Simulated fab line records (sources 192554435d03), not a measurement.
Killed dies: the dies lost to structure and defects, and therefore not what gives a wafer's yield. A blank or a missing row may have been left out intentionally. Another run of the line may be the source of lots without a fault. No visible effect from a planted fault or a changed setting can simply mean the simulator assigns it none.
The same fault as seen by 2 desks :: flow n5Finfet :: only its own numbers are on each desk; what lay behind them is given at the end

FROM THE METROLOGY DESK
Means of the sampled wafers that have a number, per lot and without regard to the tool the lot ran on: this is what the gauges read. A lot is out of limits, marked OUT, if its mean lies more than 4 standard deviations from the usual mean; the brackets give that distance.
Columns: A = V7_OVL at N5_BEOL_M8_OVL_MEAS_29, usual -0.1 nm
lot: L811
first seen here: day 10 12:21
A: -1.3

lot: L815
first seen here: day 10 18:37
A: 0.5

lot: L814
first seen here: day 10 18:41
A: -1.6

lot: L819
first seen here: day 11 21:26
A: 0.3

lot: L818
first seen here: day 11 21:37
A: -0.3

lot: L825
first seen here: day 13 12:11
A: -0.2

lot: L826
first seen here: day 14 07:38
A: 0.6

lot: L828
first seen here: day 15 00:15
A: -0.2

lot: L831
first seen here: day 15 15:11
A: 0.4

lot: L832
first seen here: day 16 11:30
A: 0.9
Result from this desk: across the 10 lots, nothing is out of limits.

THE TOOL OWNER'S DESK: rieDiel-01
The tool's own readings at N5_BEOL_M8_ETCH_66 (etches SOC in N2/H2, target depth 80 nm, overetch 16 nm, time 120 s): means of the sampled wafers that have a number, for each lot that ran on this tool. A lot is out of limits, marked OUT, if its mean lies more than 4 standard deviations from the usual mean; the brackets give that distance.
Columns: A = drypumpMotorCurrentA at N5_BEOL_M8_ETCH_66, usual 5.9 A; B = oesProductAu at N5_BEOL_M8_ETCH_66, usual 0.61 a.u.; C = rfFwdPowerW at N5_BEOL_M8_ETCH_66, usual 835 W; D = rfVppV at N5_BEOL_M8_ETCH_66, usual 523.6 V; E = showerheadPlenumPTorr at N5_BEOL_M8_ETCH_66, usual 2.54 Torr; F = throttleValvePct at N5_BEOL_M8_ETCH_66, usual 17.80 %
lot: L811
first seen here: day 10 12:33
A: 6.3
B: 0.67
C: 835
D: 525.7
E: 2.62
F: 17.59

lot: L815
first seen here: day 10 18:58
A: 6.1
B: 0.61
C: 833
D: 525.5
E: 2.59
F: 17.80

lot: L814
first seen here: day 10 19:22
A: 6.5
B: 0.61
C: 838
D: 524.7
E: 2.59
F: 17.73

lot: L819
first seen here: day 11 21:50
A: 6.3
B: 0.65
C: 634 (-65) OUT
D: 575.5 (+19) OUT
E: 2.61
F: 17.60

lot: L818
first seen here: day 11 22:20
A: 5.8
B: 0.65
C: 635 (-65) OUT
D: 574.9 (+18) OUT
E: 2.61
F: 17.69

lot: L828
first seen here: day 15 00:25
A: 6.5
B: 0.58
C: 835
D: 526.4
E: 2.58
F: 17.79
This desk's finding: out of limits on L818, L819; first on L819, day 11 21:50 (rfFwdPowerW at N5_BEOL_M8_ETCH_66). L811, L815, L814, L828: within limits.

BROUGHT TOGETHER
An alarm could have come from the tool owner's desk at day 11 21:50, on L818, L819.
From the metrology desk's view, nothing was out of limits.
The metrology desk has L818, L819 on record, within its limits.
Every lot named ran N5_BEOL_M8_ETCH_66 on rieDiel-01.

WHAT WAS PUT IN BY THE SIMULATOR
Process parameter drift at N5_BEOL_M8_ETCH_66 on rieDiel-01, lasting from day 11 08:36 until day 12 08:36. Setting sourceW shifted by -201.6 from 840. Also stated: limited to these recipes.
Lots struck among those shown: L818, L819.
Hours from the fault's start to each desk's first reading out of limits: the tool owner's desk, 13.
